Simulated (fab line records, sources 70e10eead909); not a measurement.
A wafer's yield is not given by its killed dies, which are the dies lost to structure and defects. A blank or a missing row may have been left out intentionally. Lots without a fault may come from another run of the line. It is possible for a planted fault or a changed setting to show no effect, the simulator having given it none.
Matching of chambers	flow nand-harc	pecvd-04 running NHARC_P_M2_PRE_CLEAN_32: 3 sister chambers
The step time 12 s. 3 wafers are shown with their chamber, then 12 later ones without.

== WAFERS PAIRED WITH THEIR CHAMBERS ==
wafer	chamber	heater-power-w (W)
L089.5	0	517
L091.3	2	720
L091.6	1	496

== WAFERS WHOSE CHAMBER IS MISSING ==
wafer	heater-power-w (W)
L092.2	534
L092.3	550
L092.6	553
L095.2	716
L095.3	573
L095.4	726
L096.1	733
L096.3	502
L096.4	550
L097.4	536
L097.5	731
L097.6	495

== EACH ONE'S CHAMBER ==
wafer	from the rows above	in truth
L092.2	can't be placed: 0 or 1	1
L092.3	can't be placed: 0 or 1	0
L092.6	can't be placed: 0 or 1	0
L095.2	2	2
L095.3	can't be placed: 0 or 1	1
L095.4	2	2
L096.1	2	2
L096.3	can't be placed: 1 or 0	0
L096.4	can't be placed: 0 or 1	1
L097.4	can't be placed: 0 or 1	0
L097.5	2	2
L097.6	can't be placed: 1 or 0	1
4 of 12 placed correctly. Not placeable from these rows: 8 (in 8, the candidates include the true chamber). Wrongly placed: 0.
How it was worked out, from the rows above alone: a wafer's distance from a chamber is the root of the sum, over the readings, of the square of ((its reading less the chamber's mean) divided by the reading's scatter). If the next closest chamber is less than 2 further off than the closest, the wafer can't be placed; otherwise it belongs to the closest. For every chamber, the mean is computed from those of its wafers that are shown. The scatter: root of mean squared gap, hidden wafer to nearest shown wafer, with one shown wafer a chamber.
